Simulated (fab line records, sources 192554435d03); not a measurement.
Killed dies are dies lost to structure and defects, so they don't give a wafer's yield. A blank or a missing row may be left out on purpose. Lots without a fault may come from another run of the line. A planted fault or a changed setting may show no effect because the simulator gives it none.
Chamber matching | flow n5_finfet | N5_BEOL_M1_STRIP_66 on rie_diel-04: 4 sister chambers
The step strips in CF4. 14 wafers are shown with their chamber, then 7 later ones without.

WAFERS WITH THEIR CHAMBER
wafer  | chamber | showerhead_plenum_p_Torr (Torr) | throttle_valve_pct (%) | oes_product_au (a.u.)
L076.1 | 2       | 1.84                            | 13.83                  | 0.69
L076.2 | 1       | 1.76                            | 13.25                  | 0.85
L076.4 | 3       | 1.71                            | 13.67                  | 0.72
L077.2 | 3       | 1.71                            | 13.71                  | 0.71
L077.5 | 1       | 1.76                            | 13.22                  | 0.84
L077.6 | 0       | 1.85                            | 13.89                  | 0.67
L082.1 | 1       | 1.75                            | 13.28                  | 0.83
L082.4 | 3       | 1.71                            | 13.71                  | 0.71
L082.5 | 2       | 1.84                            | 13.86                  | 0.68
L088.2 | 1       | 1.75                            | 13.30                  | 0.81
L088.3 | 0       | 1.84                            | 13.95                  | 0.66
L088.5 | 2       | 1.83                            | 13.90                  | 0.68
L089.1 | 2       | 1.83                            | 13.91                  | 0.68
L089.2 | 1       | 1.75                            | 13.30                  | 0.81

SIGNATURES (means of the wafers above)
reading                  | chamber 0 | chamber 1 | chamber 2 | chamber 3 | scatter within a chamber
showerhead_plenum_p_Torr | 1.8450    | 1.7540    | 1.8350    | 1.7100    | 0.0052
throttle_valve_pct       | 13.9200   | 13.2700   | 13.8750   | 13.6967   | 0.0343
oes_product_au           | 0.6650    | 0.8280    | 0.6825    | 0.7133    | 0.0121
Rule: a wafer's distance from a chamber is the root of the sum, over the readings, of the square of ((its reading less the chamber's mean) divided by the reading's scatter). The wafer belongs to the nearest chamber; if the next one is less than 2 further off, it can't be placed. The scatter: the root of (the sum of the squares of (reading less its chamber's mean) over the shown wafers, divided by (wafers less chambers)).

WAFERS WITHOUT THEIR CHAMBER
wafer  | showerhead_plenum_p_Torr (Torr) | throttle_valve_pct (%) | oes_product_au (a.u.)
L089.5 | 1.84                            | 13.90                  | 0.68
L093.1 | 1.83                            | 13.91                  | 0.67
L093.3 | 1.71                            | 13.74                  | 0.71
L093.6 | 1.83                            | 13.91                  | 0.67
L097.1 | 1.75                            | 13.33                  | 0.80
L097.2 | 1.70                            | 13.77                  | 0.69
L097.3 | 1.84                            | 13.36                  | 0.93

WHICH CHAMBER EACH WENT THROUGH
wafer  | from the rows above     | in truth
L089.5 | can't be placed: 2 or 0 | 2
L093.1 | can't be placed: 2 or 0 | 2
L093.3 | 3                       | 3
L093.6 | can't be placed: 2 or 0 | 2
L097.1 | 1                       | 1
L097.2 | 3                       | 3
L097.3 | 1                       | 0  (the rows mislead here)
Placed correctly: 3 of 7. Can't be placed from these rows: 3 (the true chamber is among the candidates in 3). Placed wrongly: 1.
